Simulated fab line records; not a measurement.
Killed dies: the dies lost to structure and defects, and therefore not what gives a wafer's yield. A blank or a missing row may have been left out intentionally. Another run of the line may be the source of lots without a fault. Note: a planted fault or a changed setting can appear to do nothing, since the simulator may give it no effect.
fab line records -- flow n5-finfet
[record] lots = 5, wafers = 15, last-day = 18
route steps=1938 shown HKMG_FIN@456 GATE_CUT@465 PASSIVATION@1936
lots untouched by any fault: they come from a run of this same line in which no faults occurred
start-h: start of the lot's first displayed wafer, in hours after the record's first day -- wait-h: time in hours since the lot's previous step -- " identical to the entry in the row above -- L1.1+2: several wafers, shown together as one row -- - no value, or no start was given -- * or withheld: withheld -- < > ~ a bound
route shown NAME@n: a module of which the file shows steps, and the number in the route of the first -- usual: mean/standard deviation taken from wafers without a fault -- same: alike in all rows -- chamber/n: place in a boat -- sites: the reading at each site -- _std_site: standard deviation across them -- _edge_site: the outer-site mean with the inner-site mean subtracted -- radius-mm: how far each site lies from the wafer's centre -- mask NAME#n: copy n -- behind: the tool/chamber that last shaped the wafer -- hold: what put the lot on hold/how long, in hours/how the hold closed -- device: the transistor (n, p or np) that didn't switch -- end of line: tests run on the same wafers once the route is complete -- a step without rows: its recipe alone -- killed: dies lost to structure and defects at the first sort, not the wafer's yield -- map: a wafer's dies, x killed, . not, _ none there
set.NAME: the run value of the setting; set.NAME@STEP: its run value at that earlier step -- model.NAME: the simulator's own value behind a step, which no gauge read
lots at selected steps of the route; one table per step, one row per wafer
services: from which hour (start-h, from the record's first day; less than 0 if before it) a tool's chamber was out of use, for how many hours, and why
[[steps]]
[step N5_HKMG_FIN_ALD_21]
[recipe] material = TiN, target-thk-a = 15, temp-c = 400, ald-precursor-family = TiCl4, ald-co-reactant = NH3, pulse-time-s = 1, purge-time-s = 3, co-reactant-purge-time-s = 2, co-reactant-pulse-time-s = 2, ald-cycles = 68, pressure-torr = 3
[step N5_HKMG_FIN_ALD_72]
[recipe] material = W, target-thk-a = 20, temp-c = 300, pressure-torr = 7.5, ald-precursor-family = WF6, ald-co-reactant = B2H6, pulse-time-s = 1, purge-time-s = 2, co-reactant-purge-time-s = 2, co-reactant-pulse-time-s = 3, ald-cycles = 7
[usual] heater-power-w = 484/18, precursor-pulse-height-rel = 0.997/0.021
[same] ald-cycles = 7, pulse-time-s = 1
lot.wafer,tool,chamber,start-h,wait-h,heater-power-w,precursor-pulse-height-rel
L509.2,cvd-w-02,1,78.27,0.2,470,1.003
L509.5,cvd-w-02,0,78.27,0.2,510,0.973
L509.6,cvd-w-02,1,78.27,0.2,472,0.964
L510.2,cvd-w-01,0,87.68,0.2,471,0.985
L510.3,cvd-w-01,0,87.68,0.2,463,0.994
L510.5,cvd-w-01,1,87.68,0.2,493,0.978
L513.4,cvd-w-01,0,105.21,0.0,479,0.964
L513.5,cvd-w-01,1,105.21,0.0,480,1.000
L513.6,cvd-w-01,0,105.21,0.0,467,0.979
L521.1,cvd-w-02,1,150.01,0.2,462,1.025
L521.2,cvd-w-02,0,150.01,0.2,514,0.983
L521.5,cvd-w-02,0,150.01,0.2,504,1.038
L532.2,cvd-w-01,1,216.00,0.2,483,1.019
L532.5,cvd-w-01,1,216.00,0.2,488,1.002
L532.6,cvd-w-01,0,216.00,0.2,476,0.996
[step N5_HKMG_FIN_W_FILL_22]
[recipe] material = W, target-thk-a = 600, temp-c = 400, pressure-torr = 39.4, time-s = 18.2
[step N5_HKMG_FIN_PRECLEAN_83]
[recipe] chemistry = DIW, time-s = 57.5, temp-c = 23
[step N5_HKMG_FIN_SRD_84]
[recipe] dry-time-s = 32, dry = n2-spin, spin-rpm = 1500
[step N5_HKMG_FIN_CMP_23]
[recipe] stop-on = SiNx, t-overpolish-s = 10, post-cmp-clean = rinse-only, down-force-psi = 4, platen-rpm = 50.289, pad-velocity-m-s = 1.0006, target-thk-nm = 46.326
[step N5_HKMG_FIN_CMP_94]
[recipe] stop-on = SiNx, post-cmp-clean = w-dilute-nh4oh, t-overpolish-s = 4.7, down-force-psi = 4, platen-rpm = 50.289, pad-velocity-m-s = 1.0006, target-thk-nm = 43.299
[step N5_HKMG_FIN_INSPECT_28]
[recipe] inspect-instrument = darkfield, mode = post-cmp
[usual] raw-defect-count = 40/15
lot.wafer,tool,chamber,start-h,wait-h,raw-defect-count
L509.2,defect-inspect-02,-,79.15,0.0,27
L509.5,defect-inspect-02,-,79.15,0.0,8
L509.6,defect-inspect-02,-,79.15,0.0,20
L510.2,defect-inspect-01,-,88.56,0.0,35
L510.3,defect-inspect-01,-,88.56,0.0,38
L510.5,defect-inspect-01,-,88.56,0.0,47
L513.4,defect-inspect-02,-,106.08,0.0,33
L513.5,defect-inspect-02,-,106.08,0.0,35
L513.6,defect-inspect-02,-,106.08,0.0,46
L521.1,defect-inspect-02,-,150.89,0.0,45
L521.2,defect-inspect-02,-,150.89,0.0,52
L521.5,defect-inspect-02,-,150.89,0.0,38
L532.2,defect-inspect-02,-,216.89,0.0,30
L532.5,defect-inspect-02,-,216.89,0.0,30
L532.6,defect-inspect-02,-,216.89,0.0,30
[step N5_GATE_CUT_ETCHBACK_00]
[recipe] chemistry = SF6/Cl2, target = W, pressure-mtorr = 8, icp-w = 900, bias-w = 80, SF6_flow_sccm = 40, Cl2_flow_sccm = 60
[step N5_GATE_CUT_ETCH_56]
[recipe] chemistry = Cl2/Ar, target = TiN, target-depth-a = 216, pressure-mtorr = 10, icp-w = 600, bias-w = 60, Cl2_flow_sccm = 40, Ar_flow_sccm = 60
[step N5_GATE_CUT_ETCHBACK_30]
[recipe] chemistry = Cl2/Ar, target = TiN, target-depth-a = 30, mode = isotropic, pressure-mtorr = 10, icp-w = 600, bias-w = 60, Cl2_flow_sccm = 40, Ar_flow_sccm = 60
[usual] drypump-motor-current-A = 5.8/0.44, mfc-cl2-sccm = 39.99/0.13, oes-product-au = 0.75/0.11, throttle-valve-pct = 20.8/0.31
lot.wafer,tool,chamber,start-h,wait-h,drypump-motor-current-A,mfc-cl2-sccm,oes-product-au,rf-hours-counter-h,throttle-valve-pct
L509.2,rie-metal-01,1,79.39,0.1,5.4,40.00,0.58,126,21.1
L509.5,rie-metal-01,0,79.39,0.1,5.8,40.10,0.79,-,20.3
L509.6,rie-metal-01,1,79.39,0.1,5.4,39.85,0.58,-,21.1
L510.2,rie-metal-02,0,88.80,0.1,6.6,40.12,0.90,9,20.7
L510.3,rie-metal-02,1,88.80,0.1,5.4,39.75,0.67,-,20.9
L510.5,rie-metal-02,1,88.80,0.1,5.4,39.74,0.67,-,20.9
L513.4,rie-metal-01,1,106.33,0.0,5.4,39.93,0.58,-,21.1
L513.5,rie-metal-01,1,106.33,0.0,5.4,40.07,0.57,-,21.1
L513.6,rie-metal-01,0,106.33,0.0,5.8,40.11,0.79,-,20.3
L521.1,rie-metal-03,0,151.21,0.1,5.5,40.07,0.75,54,21.2
L521.2,rie-metal-03,1,151.21,0.1,5.8,39.88,0.80,29,20.8
L521.5,rie-metal-03,0,151.21,0.1,5.5,40.31,0.75,-,21.2
L532.2,rie-metal-03,0,217.13,0.1,5.6,39.85,0.74,58,21.3
L532.5,rie-metal-03,1,217.13,0.1,5.9,39.90,0.78,-,20.8
L532.6,rie-metal-03,0,217.13,0.1,5.5,40.02,0.74,-,21.3
[step N5_GATE_CUT_VAPOR_ETCH_60]
[recipe] chemistry = BCl3/Cl2, target = HfO2, mode = isotropic
[usual] drypump-motor-current-A = 5.8/0.44, oes-product-au = 0.75/0.12
lot.wafer,tool,chamber,start-h,wait-h,drypump-motor-current-A,oes-product-au
L509.2,rie-metal-01,1,79.42,0.0,5.4,0.57
L509.5,rie-metal-01,0,79.42,0.0,5.9,0.77
L509.6,rie-metal-01,1,79.42,0.0,5.4,0.58
L510.2,rie-metal-02,0,88.83,0.0,6.6,0.92
L510.3,rie-metal-02,1,88.83,0.0,5.4,0.66
L510.5,rie-metal-02,1,88.83,0.0,5.4,0.66
L513.4,rie-metal-01,1,106.36,0.0,5.4,0.58
L513.5,rie-metal-01,1,106.36,0.0,5.4,0.57
L513.6,rie-metal-01,0,106.36,0.0,5.9,0.78
L521.1,rie-metal-03,0,151.25,0.0,5.5,0.74
L521.2,rie-metal-03,1,151.25,0.0,5.9,0.80
L521.5,rie-metal-03,0,151.25,0.0,5.5,0.74
L532.2,rie-metal-03,0,217.16,0.0,5.5,0.73
L532.5,rie-metal-03,1,217.16,0.0,5.9,0.79
L532.6,rie-metal-03,0,217.16,0.0,5.5,0.72
[step N5_GATE_CUT_ETCH_58]
[recipe] chemistry = CH3F/O2, target = SiNx, target-depth-a = 170, time-s = 128.6, ion-energy-ev = 50, pressure-mtorr = 30, source-w = 415, bias-w = 21, Ar_flow_sccm = 150, CH3F_flow_sccm = 30, O2_flow_sccm = 20
[step N5_GATE_CUT_STRIP_59]
[recipe] chemistry = N2/H2, time-s = 20, power-w = 100, temp-c = 40, pressure-mtorr = 100, rf-frequency-hz = 6e+07, bias-power-w = 3, n2-flow-sccm = 300, h2-flow-sccm = 300
[step N5_GATE_CUT_PRECLEAN_31]
[recipe] temp-c = 23, chemistry = DIW, time-s = 300
[step N5_GATE_CUT_SRD_32]
[recipe] time-s = 30, temp-c = 23, rinse-liquid = diw, dry = ipa-marangoni
[step N5_GATE_CUT_SAC_CAP_01]
[recipe] material = SiNx, target-thk-a = 240, temp-c = 400, ald-precursor-family = SiH2I2, ald-co-reactant = N2/H2-plasma, pulse-time-s = 1, ald-cycles = 480, purge-time-s = 2, co-reactant-purge-time-s = 2, pressure-torr = 2
[step N5_GATE_CUT_PECVD_57]
[recipe] material = SiNx, target-thk-a = 210, temp-c = 400, precursor = SiH4/NH3/N2, pressure-torr = 1.5, rf-w = 300
[usual] heater-power-w = 736/74, showerhead-plenum-p-Torr = 5.14/0.048, throttle-valve-pct = 40.2/2.5
lot.wafer,tool,chamber,start-h,wait-h,heater-power-w,showerhead-plenum-p-Torr,throttle-valve-pct
L509.2,pecvd-04,2,82.02,1.1,763,5.23,39.4
L509.5,pecvd-04,1,82.02,1.1,876,5.15,43.4
L509.6,pecvd-04,2,82.02,1.1,738,5.23,39.3
L510.2,pecvd-02,1,91.40,1.1,715,5.09,44.0
L510.3,pecvd-02,2,91.40,1.1,851,5.12,36.6
L510.5,pecvd-02,0,91.40,1.1,678,5.11,40.5
L513.4,pecvd-02,0,109.10,1.1,722,5.11,40.5
L513.5,pecvd-02,1,109.10,1.1,754,5.10,44.3
L513.6,pecvd-02,2,109.10,1.1,831,5.14,36.7
L521.1,pecvd-03,1,153.87,1.1,747,5.06,41.1
L521.2,pecvd-03,0,153.87,1.1,598,5.20,38.1
L521.5,pecvd-03,0,153.87,1.1,583,5.20,38.0
L532.2,pecvd-04,1,220.29,1.1,739,5.16,43.9
L532.5,pecvd-04,2,220.29,1.1,700,5.23,40.0
L532.6,pecvd-04,0,220.29,1.1,834,5.16,38.2
[step N5_GATE_CUT_CMP_02]
[recipe] stop-on = SiO2, t-overpolish-s = 12.7, post-cmp-clean = alkaline-brush, down-force-psi = 2.5, platen-rpm = 51.8, pad-velocity-m-s = 1.0307, target-thk-nm = 0
[step N5_GATE_CUT_HM_DEP_46]
[recipe] material = SiO2, target-thk-a = 1300, temp-c = 400, precursor = TEOS/O2, pressure-torr = 6.5, rf-w = 900, teos-flow-sccm = 161.4, gas = O2, flow-sccm = 2650, time-s = 26.6
[usual] heater-power-w = 516/83, showerhead-plenum-p-Torr = 8.341/0.027, throttle-valve-pct = 18.7/1.1
lot.wafer,tool,chamber,start-h,wait-h,heater-power-w,showerhead-plenum-p-Torr,throttle-valve-pct
L509.2,pecvd-02,2,82.42,0.0,621,8.339,17.1
L509.5,pecvd-02,0,82.42,0.0,493,8.326,18.8
L509.6,pecvd-02,2,82.42,0.0,656,8.345,17.2
L510.2,pecvd-02,0,91.80,0.0,492,8.329,18.6
L510.3,pecvd-02,1,91.80,0.0,450,8.312,20.6
L510.5,pecvd-02,2,91.80,0.0,610,8.339,16.8
L513.4,pecvd-04,1,109.50,0.1,632,8.363,20.4
L513.5,pecvd-04,0,109.50,0.1,634,8.351,17.5
L513.6,pecvd-04,2,109.50,0.1,453,8.381,18.5
L521.1,pecvd-04,1,154.27,0.0,586,8.380,20.4
L521.2,pecvd-04,2,154.27,0.0,533,8.380,18.6
L521.5,pecvd-04,1,154.27,0.0,619,8.339,20.5
L532.2,pecvd-02,1,220.69,0.0,528,8.312,20.8
L532.5,pecvd-02,1,220.69,0.0,536,8.329,20.7
L532.6,pecvd-02,2,220.69,0.0,505,8.349,17.1
[step N5_GATE_CUT_COAT_34]
[recipe] resist = SOC, temp-c = 250, time-s = 60, spin-rpm = 1500, resist-thk-nm = 60
[step N5_GATE_CUT_COAT_35]
[recipe] resist = SiARC, temp-c = 220, time-s = 60, spin-rpm = 1500, resist-thk-nm = 10
[step N5_GATE_CUT_COAT_27]
[recipe] resist = underlayer, temp-c = 205, time-s = 60, spin-rpm = 1500, resist-thk-nm = 10
[step N5_GATE_CUT_COAT_07]
[recipe] resist = CAR-EUV, spin-rpm = 1500, resist-thk-nm = 30
[step N5_GATE_CUT_EBR_09]
[recipe] solvent = PGMEA, ebr-width-mm = 1.5
[step N5_GATE_CUT_SOFTBAKE_08]
[recipe] temp-c = 110, time-s = 60, resist = CAR-EUV
[step N5_GATE_CUT_EXPOSE_10]
[recipe] mask-id = GATE_CUT, na = 0.33, source-shape = annular, sigma-inner = 0.35, sigma-outer = 0.8, polarization = unpolarized, target-cd-nm = 20, dose-mj = 43.25
[step N5_GATE_CUT_PEB_11]
[recipe] peb-temp-c = 100, peb-time-s = 60, resist = CAR-EUV
[step N5_GATE_CUT_DEVELOP_12]
[recipe] develop-time-s = 30, developer = TMAH, resist = CAR-EUV, rinse-liquid = surfactant-rinse, dry = air-spin, dev-temp-c = 23
[step N5_GATE_CUT_CD_MEAS_13]
[recipe] target-cd-nm = 20, landing-energy-ev = 500, detector = se-inlens
[usual] cd-nm = 20.16/0.29
lot.wafer,tool,chamber,start-h,wait-h,cd-nm
L509.2,cd-sem-01,0,82.76,-,20.62
L509.5,cd-sem-01,0,82.76,-,19.80
L509.6,cd-sem-01,0,82.76,-,20.09
L510.2,cd-sem-01,0,92.18,-,20.11
L510.3,cd-sem-01,0,92.18,-,20.41
L510.5,cd-sem-01,0,92.18,-,19.82
L513.4,cd-sem-03,0,109.94,-,19.83
L513.5,cd-sem-03,0,109.94,-,20.53
L513.6,cd-sem-03,0,109.94,-,19.62
L521.1,cd-sem-01,0,154.64,-,20.44
L521.2,cd-sem-01,0,154.64,-,20.20
L521.5,cd-sem-01,0,154.64,-,20.69
L532.2,cd-sem-02,0,221.03,-,20.71
L532.5,cd-sem-02,0,221.03,-,20.35
L532.6,cd-sem-02,0,221.03,-,20.61
[step N5_GATE_CUT_OVL_MEAS_14]
[recipe] points-per-wafer = 522
[usual] GATE_CUT_OVL = -0.6/0.72
lot.wafer,tool,chamber,start-h,wait-h,GATE_CUT_OVL[nm]
L509.2,overlay-02,0,82.79,0.0,-0.3
L509.5,overlay-02,0,82.79,0.0,-1.6
L509.6,overlay-02,0,82.79,0.0,0.0
L510.2,overlay-02,0,92.21,0.0,-0.5
L510.3,overlay-02,0,92.21,0.0,0.0
L510.5,overlay-02,0,92.21,0.0,-0.5
L513.4,overlay-02,0,109.99,0.0,-0.4
L513.5,overlay-02,0,109.99,0.0,-0.6
L513.6,overlay-02,0,109.99,0.0,-1.0
L521.1,overlay-02,0,154.67,0.0,-1.1
L521.2,overlay-02,0,154.67,0.0,-1.2
L521.5,overlay-02,0,154.67,0.0,-1.4
L532.2,overlay-01,0,221.06,0.0,-0.3
L532.5,overlay-01,0,221.06,0.0,-0.5
L532.6,overlay-01,0,221.06,0.0,-0.7
[step N5_GATE_CUT_DESCUM_18]
[recipe] chemistry = O2, time-s = 7, source-power-w = 50, bias-power-w = 20, pressure-mtorr = 20, rf-frequency-hz = 2.712e+07, temp-c = 40, resist = CAR-EUV, o2-flow-sccm = 225
[usual] bias-power-w = 20.00/0.053, drypump-motor-current-A = 5.9/0.55, oes-product-au = 0.76/0.085, rf-vpp-V = 243.3/1.4, showerhead-plenum-p-Torr = 2.11/0.061, throttle-valve-pct = 20.44/0.23
lot.wafer,tool,chamber,start-h,wait-h,bias-power-w,drypump-motor-current-A,oes-product-au,rf-hours-counter-h,rf-vpp-V,showerhead-plenum-p-Torr,throttle-valve-pct
L509.2,rie-diel-05,2,83.07,0.2,20.00,6.6,0.78,126,243.6,2.13,20.56
L509.5,rie-diel-05,1,83.07,0.2,20.05,5.3,0.73,-,244.1,2.16,20.48
L509.6,rie-diel-05,0,83.07,0.2,19.99,6.6,0.80,-,240.4,2.04,20.16
L510.2,rie-diel-02,3,92.30,0.0,20.05,6.2,0.69,201,243.9,2.19,20.54
L510.3,rie-diel-02,1,92.30,0.0,20.03,6.3,0.87,38,244.9,2.15,20.10
L510.5,rie-diel-02,2,92.30,0.0,20.03,5.9,0.71,-,240.9,1.99,20.30
L513.4,rie-diel-05,1,110.06,0.0,20.07,5.3,0.71,224,244.3,2.15,20.49
L513.5,rie-diel-05,0,110.06,0.0,19.99,6.6,0.79,-,240.8,2.04,20.19
L513.6,rie-diel-05,1,110.06,0.0,20.05,5.3,0.72,-,244.7,2.15,20.50
L521.1,rie-diel-05,2,155.11,0.4,20.05,6.6,0.76,149,243.6,2.12,20.60
L521.2,rie-diel-05,0,155.11,0.4,19.94,6.6,0.77,146,241.2,2.03,20.21
L521.5,rie-diel-05,0,155.11,0.4,20.03,6.6,0.77,-,242.2,2.03,20.20
L532.2,rie-diel-05,3,221.15,0.0,20.05,5.9,0.69,182,245.0,2.15,20.62
L532.5,rie-diel-05,3,221.15,0.0,20.07,5.9,0.69,-,243.9,2.15,20.63
L532.6,rie-diel-05,2,221.15,0.0,20.04,6.6,0.74,-,243.5,2.11,20.62
[step N5_GATE_CUT_ETCH_28]
[recipe] chemistry = N2/H2, target = underlayer, target-depth-a = 130, mask-material = CAR-EUV, time-s = 10.4, ion-energy-ev = 200, pressure-mtorr = 30, source-w = 840, bias-w = 150, n2-flow-sccm = 200, h2-flow-sccm = 200, ends = cleared
[step N5_GATE_CUT_ETCH_36]
[recipe] chemistry = CF4, target = SiARC, target-depth-a = 130, mask-material = CAR-EUV, time-s = 21.7, ion-energy-ev = 80, pressure-mtorr = 40, source-w = 545, bias-w = 36, Ar_flow_sccm = 100, cf4-flow-sccm = 100, ends = cleared
[step N5_GATE_CUT_ETCH_37]
[recipe] chemistry = N2/H2, target = SOC, target-depth-a = 600, overetch-a = 120, mask-material = SiARC, temp-c = 40, time-s = 90, ion-energy-ev = 200, pressure-mtorr = 30, source-w = 840, bias-w = 150, n2-flow-sccm = 200, h2-flow-sccm = 200
[step N5_GATE_CUT_STRIP_38]
[recipe] chemistry = N2/H2, temp-c = 40, n2-flow-sccm = 200, h2-flow-sccm = 200, rf-frequency-hz = 6e+07
[step N5_GATE_CUT_STRIP_39]
[recipe] chemistry = N2/H2, temp-c = 40, n2-flow-sccm = 200, h2-flow-sccm = 200, rf-frequency-hz = 6e+07
[step N5_GATE_CUT_HM_OPEN_40]
[recipe] chemistry = C4F6/O2, target = SiO2, mask-material = SiARC, target-depth-a = 1390, time-s = 85.1, ion-energy-ev = 250, pressure-mtorr = 30, source-w = 345, bias-w = 185, Ar_flow_sccm = 300, C4F6_flow_sccm = 10, O2_flow_sccm = 10, ends = cleared
[step N5_GATE_CUT_STRIP_41]
[recipe] chemistry = CF4, resist = SiARC, power-w = 300, bias-power-w = 75, pressure-mtorr = 50, cf4-flow-sccm = 150, rf-frequency-hz = 6e+07
[step N5_PASSIVATION_PROBE_49]
[usual] defect-limited-yield = 91.1/1.4, killed_at_M0_to_M3 = 34/9.7, killed_at_M4_up = 13/5.1, killed-at-contacts = 14/6.3, killed-at-front-end = 40/11, killed-at-other = 3.5/2.7, killed-dies = 105/16, killed-open = 70/12, killed-short = 34/7.8, sort_bin_5_function = 5.2/0.88, sort_bin_6_memory = 3.3/0.7, sort_bin_8_speed = 0.1/0.62, sort-n-pass = 1074/17, sort-yield-pct = 91.0/1.5
[same] gross-dies = 1180, killed-at-back-side = 0, sort_bin_4_leakage[%] = 0
lot.wafer,tool,chamber,start-h,wait-h,defect-limited-yield[%],killed_at_M0_to_M3,killed_at_M4_up,killed-at-contacts,killed-at-front-end,killed-at-other,killed-dies,killed-open,killed-short,sort_bin_5_function[%],sort_bin_6_memory[%],sort_bin_8_speed[%],sort-n-pass,sort-yield-pct[%]
L510.2,prober-01,-,280.96,0.1,89.2,50,11,17,48,1,127,85,42,6.3,3.9,0,1053,89.2
L510.3,prober-01,-,281.01,0.1,88.1,54,15,25,44,2,140,99,41,7.2,4.2,0,1040,88.1
L510.5,prober-01,-,281.11,0.2,90.3,32,12,26,45,0,115,81,34,6.0,3.5,0,1065,90.3
L513.4,prober-01,-,307.80,0.2,91.5,26,16,25,31,2,100,69,30,5.0,3.1,0,1080,91.5
L513.5,prober-01,-,307.85,0.2,91.8,24,14,15,40,4,97,62,32,5.1,3.0,0,1083,91.8
L513.6,prober-01,-,307.90,0.3,92.4,17,18,13,39,3,90,62,27,3.6,3.7,0,1090,92.4
L521.2,prober-01,-,357.46,0.1,81.7,46,11,10,144,5,216,81,41,11.5,4.2,0,964,81.7
// killed by level:class
L510.2 MOL_CONTACT_COAG:geometric-particle:open=16 BEOL_M0_SAQP:geometric-particle:short=14 BEOL_M0_SAQP:geometric-particle:open=13 STI_FIN_REVEAL:geometric-particle:open=10 BEOL_M2:geometric-particle:open=10 FIN_SAQP:geometric-particle:short=8 FIN_SAQP:geometric-particle:open=7 DUMMY_GATE:geometric-particle:open=6
L510.3 MOL_CONTACT_COAG:geometric-particle:open=23 BEOL_M2:geometric-particle:open=15 FIN_SAQP:geometric-particle:open=13 FIN_SAQP:geometric-particle:short=9 BEOL_M0_SAQP:geometric-particle:open=8 BEOL_M3:geometric-particle:open=8 BEOL_M0_SAQP:geometric-particle:short=7 BEOL_M1:geometric-particle:open=6
L510.5 MOL_CONTACT_COAG:geometric-particle:open=20 STI_FIN_REVEAL:geometric-particle:open=16 BEOL_M2:geometric-particle:open=10 BEOL_M0_SAQP:geometric-particle:short=7 MOL_CONTACT_COAG:geometric-particle:short=6 FIN_SAQP:geometric-particle:short=5 STARTING-WAFER:geometric-particle:open=5 FIN_SAQP:geometric-particle:open=4
L513.4 MOL_CONTACT_COAG:geometric-particle:open=19 FIN_SAQP:geometric-particle:open=13 BEOL_M4:geometric-particle:open=11 BEOL_M0_SAQP:geometric-particle:open=7 MOL_CONTACT_COAG:geometric-particle:short=6 FIN_SAQP:geometric-particle:short=4 BEOL_M0_SAQP:geometric-particle:short=4 BEOL_M3:geometric-particle:open=4
L513.5 MOL_CONTACT_COAG:geometric-particle:open=10 STI_FIN_REVEAL:geometric-particle:open=9 BEOL_M4:geometric-particle:open=9 BEOL_M2:geometric-particle:open=8 STARTING-WAFER:geometric-particle:open=6 FIN_SAQP:geometric-particle:short=5 GATE_CUT:geometric-particle:short=5 MOL_CONTACT_COAG:geometric-particle:short=5
L513.6 MOL_CONTACT_COAG:geometric-particle:open=13 BEOL_M4:geometric-particle:open=12 FIN_SAQP:geometric-particle:open=9 FIN_SAQP:geometric-particle:short=8 GATE_CUT:geometric-particle:short=6 BEOL_M0_SAQP:geometric-particle:short=6 BEOL_M3:geometric-particle:open=6 STI_FIN_REVEAL:geometric-particle:open=5
L521.2 GATE_CUT:unspecified=91 FIN_SAQP:geometric-particle:open=13 BEOL_M1:geometric-particle:open=13 STI_FIN_REVEAL:geometric-particle:open=11 BEOL_M2:geometric-particle:open=10 MOL_CONTACT_COAG:geometric-particle:open=8 GATE_CUT:geometric-particle:short=7 BEOL_M1:geometric-particle:short=7
// map L521.2 (x killed, . not)
_________________......x.x.x.________________
______________x.........x..x...._____________
___________.........x..............__________
__________..x.......x...x..........._________
________.......x.....x...x.x.........._______
_______...x............xx..............______
______.........xxx..x..........xx......x_____
_____............x.......x.xx.xx....x....____
____...x.....x........x...................___
___...............x......xx...............x__
___.xx............x...........xx.........xx__
__............................x......x......_
__......x.......xx...............xx........._
_..........x.......x....x............x......x
_x.........x.x....x.x................x.......
_..........x.......x....xx...............x...
_............xx....x.....x..x.x...x..........
_..x....................x.........x..........
_......x.......x.............x....x......x...
_......x.....................x..x..........x.
_.x.......................x...............x..
__.....x.....x.......xx.....x.....x.....x..._
__..x..x.....................x.....x..x....._
___.........x......x.....xx......x...x.....__
___..x..x..........x.....xxxxxxxx.xx.......__
____....xx.....x........xxxxxxxxxx...x.xxx___
_____.................xxxxxxxxxxxx.......____
______.x.x.........x.x..xxxxxxxx.xx....._____
_______....x............xxxxxxxxxx...x.______
________................xxxxxxxxxxxx.._______
__________........x....xxxxxxxxx..x._________
___________...............xxxxxxxxx__________
______________....x...x.xx..x.xx_____________
_________________...........x________________
// map L532.6 (x killed, . not)
_________________............________________
______________x................._____________
___________.....................x..__________
__________x..x.......x.............._________
________xxx...x.................x....._______
_______....x...........x..........x....______
______......x....x...x.................._____
_____....................................____
____...x........................x.........___
___.......x............x........x..........__
___................x.x.........x...x.......__
__..................x.................x....._
__........x........x.x...xx.x......x........_
_.............x..x.........xxx...............
_...x............x..x...x...x................
_....................x.........x.............
_.....................xx.....................
_......................x...xxx...............
_............x..x............................
_.....x..........x...x.x.............x.......
_...x......................x....x........x...
__......x............x..x..................._
__....................x.x........x...x......_
___...................x.xx..............x..__
___...................x.x..x.......x...x...__
____......................x.xx............___
_____....x....x.......xx..x..x...........____
______..................x.x.....x......._____
_______.........x...x...x..............______
________....xx..x.......x............._______
__________......x.......x.........x._________
___________x.......x...........x...__________
______________.x....x..xx...x..._____________
_________________............________________
[[services]]
tool,chamber,start-h,hours,kind
pecvd-03,0,74.44,15.9,repair
cvd-w-02,0,78.80,6.4,repair
rie-diel-02,0,83.16,3.2,repair
pecvd-02,-,94.22,1.0,repair
rie-metal-03,-,96.80,1.3,repair
pecvd-03,-,98.95,0.7,repair
rie-metal-01,-,107.94,0.5,repair
rie-diel-05,3,120.53,12.2,repair
rie-metal-03,-,128.12,14.6,pm
rie-diel-05,0,130.14,5.3,repair
cvd-w-01,1,142.21,1.3,repair
rie-metal-01,-,144.80,0.9,repair
rie-diel-02,-,145.77,0.3,repair
rie-metal-03,0,152.94,18.0,repair
rie-metal-02,-,155.30,1.4,pm
rie-metal-01,1,172.92,-,clean
rie-metal-01,1,172.92,21.5,scheduled-down
rie-metal-01,1,172.92,21.5,vent-cycle
pecvd-02,0,175.39,2.1,scheduled-down
pecvd-04,0,182.03,5.5,scheduled-down
pecvd-03,-,183.37,1.1,repair
pecvd-02,2,185.05,3.7,repair
rie-diel-05,1,196.49,-,clean
pecvd-02,2,206.92,5.5,scheduled-down
[[key]]
[first-sign] step = N5_PASSIVATION_PROBE_49, reading = killed-at-front-end, direction = up, sigmas = 9.4, usual = 40, struck = 144
[effect] step = N5_PASSIVATION_PROBE_49, reading = defect-limited-yield, direction = down, sigmas = 6.8, usual = 91.1, struck = 81.7
[more-kills-born-at] N5_GATE_CUT_VAPOR_ETCH_60@rie-metal-03 = 91
met-at N5_GATE_CUT_VAPOR_ETCH_60
struck-wafers L521.2
[fault] kind = chamber-particle-source, tool = rie-metal-03, chamber = 1, onset-h = 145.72, steps = N5_GATE_CUT_VAPOR_ETCH_60, rate-per-visit-cm2 = 0.46224, end-h = 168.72
